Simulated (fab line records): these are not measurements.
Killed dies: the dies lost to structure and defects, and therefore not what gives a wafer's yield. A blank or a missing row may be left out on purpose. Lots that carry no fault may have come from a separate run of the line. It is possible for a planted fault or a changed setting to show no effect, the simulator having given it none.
Which of the tools did it? | flow n5-finfet | 12 lots, 36 wafers sampled, at 2 steps of a route of 1938

== WHAT THE GAUGES SHOWED, per wafer ==
N5_BEOL_M7_CD_MEAS_18: pitch 80 nm, target cd 40 nm.
lot  | measured     | on        | cd-nm (nm)
L075 | day 9 10:58  | cd-sem-02 | 38.9 38.9 39.9
L076 | day 9 18:37  | cd-sem-03 | 39.8 40.6 40.3
L079 | day 10 07:43 | cd-sem-03 | 39.8 40.1 39.6
L081 | day 10 20:44 | cd-sem-01 | 39.1 39.6 39.7
L083 | day 11 19:23 | cd-sem-01 | 40.5 40.9 40.1
L085 | day 12 07:05 | cd-sem-03 | 40.8 39.4 39.8
L087 | day 12 17:58 | cd-sem-02 | 40.2 40.0 39.9
L089 | day 12 18:36 | cd-sem-02 | 39.4 39.8 39.2
L092 | day 13 20:14 | cd-sem-02 | 40.1 40.6 41.7
L094 | day 14 07:19 | cd-sem-03 | 40.4 39.3 39.6
L096 | day 14 16:53 | cd-sem-03 | 39.5 40.9 39.0
L091 | day 15 12:58 | cd-sem-02 | 39.3 39.5 40.4

== TOOL THAT RAN EACH LOT (tool first, then ch and the chambers of the sampled wafers, then the start) ==
lot  | N5_BEOL_M7_HM_OPEN_17
L075 | rie-metal-01 ch 0,1, day 9 10:47
L076 | rie-metal-02 ch 0,1, day 9 18:25
L079 | rie-metal-02 ch 0,1, day 10 07:32
L081 | rie-metal-03 ch 0,1, day 10 20:34
L083 | rie-metal-03 ch 0,1, day 11 19:12
L085 | rie-metal-02 ch 0,1, day 12 06:53
L087 | rie-metal-03 ch 0,1, day 12 17:41
L089 | rie-metal-03 ch 0,1, day 12 18:24
L092 | rie-metal-02 ch 0,1, day 13 19:51
L094 | rie-metal-01 ch 0,1, day 14 07:07
L096 | rie-metal-01 ch 0,1, day 14 16:37
L091 | rie-metal-02 ch 0,1, day 15 12:39
- N5_BEOL_M7_HM_OPEN_17: chemistry Cl2/BCl3, target TiN, target depth 20 nm, overetch 6 nm.

== THE ANSWER, worked out from the rows above alone ==
Rule: the lots themselves supply what counts as usual. Put in order of their means at a reading, lots are off if they are a third of the lots or fewer, leave a main group of 4 or more, and stand apart from it by a gap of 3 or more times the standard deviation of the main group's means; of several such gaps the widest counts. A main group whose means are all the same, to the digits that the tables above print for the reading, isn't used. Also off: a lot with no number at a reading for which 4 or more lots have one. The other lots that the step has rows for count as sound.
Nothing can be told from this: no lot is off at any reading shown.

== WHAT THE SIMULATOR HAD PUT IN ==
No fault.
